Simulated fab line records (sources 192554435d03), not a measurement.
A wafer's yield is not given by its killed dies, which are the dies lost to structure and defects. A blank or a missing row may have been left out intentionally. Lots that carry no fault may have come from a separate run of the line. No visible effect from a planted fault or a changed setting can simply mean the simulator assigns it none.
Chamber matching	flow n5Finfet	rieDiel-05 running N5_BEOL_M5_STRIP_64: 4 sister chambers
The step strips in CF4. 16 wafers are shown with their chamber, then 8 later ones without.

== WAFERS, EACH WITH ITS CHAMBER ==
wafer	chamber	drypumpMotorCurrentA (A)	throttleValvePct (%)	oesProductAu (a.u.)
L074.1	1	5.9	13.71	0.75
L074.3	3	5.7	13.94	0.67
L074.5	2	5.4	13.89	0.74
L081.2	3	5.7	13.39	0.92
L081.4	2	5.4	13.94	0.72
L081.5	0	5.7	13.12	0.91
L083.1	1	5.8	13.80	0.73
L083.3	2	5.4	13.94	0.72
L083.5	2	5.4	13.94	0.72
L085.2	3	5.7	13.40	0.92
L085.4	0	5.7	13.13	0.90
L085.5	2	5.4	13.95	0.71
L090.1	2	5.4	13.98	0.71
L090.2	0	5.7	13.15	0.90
L090.3	1	5.9	13.80	0.73
L092.1	0	5.6	13.15	0.88

SIGNATURES (averages over the wafers above)
reading	chamber 0	chamber 1	chamber 2	chamber 3	scatter within a chamber
drypumpMotorCurrentA	5.675	5.867	5.400	5.700	0.0344
throttleValvePct	13.1375	13.7700	13.9400	13.5767	0.132
oesProductAu	0.8975	0.7367	0.7200	0.8367	0.0599
Rule: distance of a wafer from a chamber = root of the sum over the readings of ((wafer's reading minus chamber's mean) / reading's scatter) squared. If the next closest chamber is less than 2 further off than the closest, the wafer can't be placed; otherwise it belongs to the closest. The scatter: the root of (the sum of the squares of (reading less its chamber's mean) over the shown wafers, divided by (wafers less chambers)).

== WAFERS MISSING THEIR CHAMBER ==
wafer	drypumpMotorCurrentA (A)	throttleValvePct (%)	oesProductAu (a.u.)
L092.4	5.4	13.97	0.71
L092.5	5.4	13.99	0.71
L095.2	5.7	13.18	0.87
L095.4	5.4	13.99	0.71
L095.6	5.8	13.82	0.72
L096.1	5.8	13.83	0.71
L096.2	5.7	13.43	0.88
L096.6	5.6	13.18	0.87

== EACH ONE'S CHAMBER ==
wafer	from the rows above	in truth
L092.4	2	2
L092.5	2	2
L095.2	0	0
L095.4	2	2
L095.6	can't be placed: 1 or 3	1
L096.1	1	1
L096.2	can't be placed: 3 or 0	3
L096.6	can't be placed: 0 or 3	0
5 of 8 placed correctly. Unplaceable from these rows: 3, with the true chamber sitting among the candidates in 3. Placed wrongly: 0.
